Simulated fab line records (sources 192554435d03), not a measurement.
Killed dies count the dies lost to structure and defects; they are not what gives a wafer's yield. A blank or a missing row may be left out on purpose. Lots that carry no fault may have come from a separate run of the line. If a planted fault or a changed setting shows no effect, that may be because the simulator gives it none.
Lot-split experiment	flow n5Finfet	on a route of 1938 steps: 7 lots, 21 wafers read

## SPLIT DETAILS
At N5_BEOL_M9_PECVD_70 (deposits SiO2 from TEOS/O2, target thk 20 nm, time 22.7 s), the setting timeS was moved away from the recipe's 22.7 s on 4 of the 21 wafers read, by -13.0% to +12.8%. This setting was run at the recipe's value on the other wafers.

Reading taken at the split's own step.

## THE READING
SiO2_of_BEOL_M9_PECVD_70.thkNm (the simulator's own value, which no gauge read), in nm, at N5_BEOL_M9_PECVD_70 (deposits SiO2 from TEOS/O2, target thk 20 nm, time 22.7 s). The file gives no usual value for it. Across the 17 wafers here that went through the recipe, the average is 19.9 nm and the standard deviation 0.25 nm.

wafer	tool, chamber at the split	timeS as run, s	against the recipe	SiO2_of_BEOL_M9_PECVD_70.thkNm, nm	against lot-mates on the recipe
L080.4	pecvd-02, 0,2	22.7	recipe	20	-
L080.6	pecvd-02, 0,2	22.7	recipe	20	-
L080.5	pecvd-02, 1	22.7	recipe	19.6	-
L083.1	pecvd-01, 2,1	22.7	recipe	20	-
L083.3	pecvd-01, 2,1	22.7	recipe	20	-
L083.4	pecvd-01, 2	22.7	recipe	20.2	-
L082.1	pecvd-03, 2,0	22.7	recipe	19.8	-
L082.4	pecvd-03, 2,0	22.7	recipe	19.8	-
L082.3	pecvd-03, 1	22.7	recipe	19.4	-
L085.1	pecvd-03, 1,0	22.7	recipe	19.8	-
L085.2	pecvd-03, 1,0	22.7	recipe	19.8	-
L085.3	pecvd-03, 0	19.76	-13.0%	17.8	-2.0
L087.3	pecvd-03, 1	22.7	recipe	20	-
L087.4	pecvd-03, 0	22.7	recipe	20.4	-
L087.6	pecvd-03, 2	25.61	+12.8%	22.6	+2.4
L092.1	pecvd-03, 2	22.7	recipe	19.4	-
L092.4	pecvd-03, 0	24.91	+9.7%	21.6	+2.0
L092.5	pecvd-03, 1	22.7	recipe	19.8	-
L093.1	pecvd-01, 0	22.7	recipe	19.8	-
L093.6	pecvd-01, 0	22.7	recipe	19.8	-
L093.4	pecvd-01, 1	20.14	-11.3%	18	-1.8
If several chambers appear in one row, that row covers several wafers at once and the file leaves open which wafer was in which chamber.

THE FIT
A straight line over all 21 wafers: SiO2_of_BEOL_M9_PECVD_70.thkNm changes by +0.18 nm for each +1% of timeS; r = +0.97; the points scatter about the line by 0.26 nm.
The same after taking each lot's own level away (the mean of its wafers on the recipe; 21 wafers): +0.174 nm for each +1%; r = +0.98; scatter 0.17 nm.
That fit puts the effect of the largest move of timeS on the reading at 2.3 nm.
Measured against the standard deviation above, the lots' own levels, which go from 19.60 to 20.20 nm, span 2.4 times it.
The two slopes agree, so the slope changes little with the lot-to-lot level.
Check: with one of the wafers moved furthest among these (-13.0%) left out of the fit, the line predicts -2.33 nm for it against its lot-mates. Against them it came out at -2 nm.

## ADDITIONAL SPLITS CARRIED BY THESE WAFERS
Other splits were also applied to these wafers ahead of the reading. Each is held against what the fit with the lots' levels taken away leaves over:
other split on the same wafers	wafers away from the commonest value	r with SiO2_of_BEOL_M9_PECVD_70.thkNm (lot level and that fit taken away)
N5_BEOL_M6_EXPOSE_08 doseMj	3	-0.06
N5_BEOL_M8_ETCH_66 sourceW	4	-0.07

## FILE'S OWN FIT
SiO2_of_BEOL_M9_PECVD_70.thkNm changes by +0.174 nm for each +1% of timeS, r = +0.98.
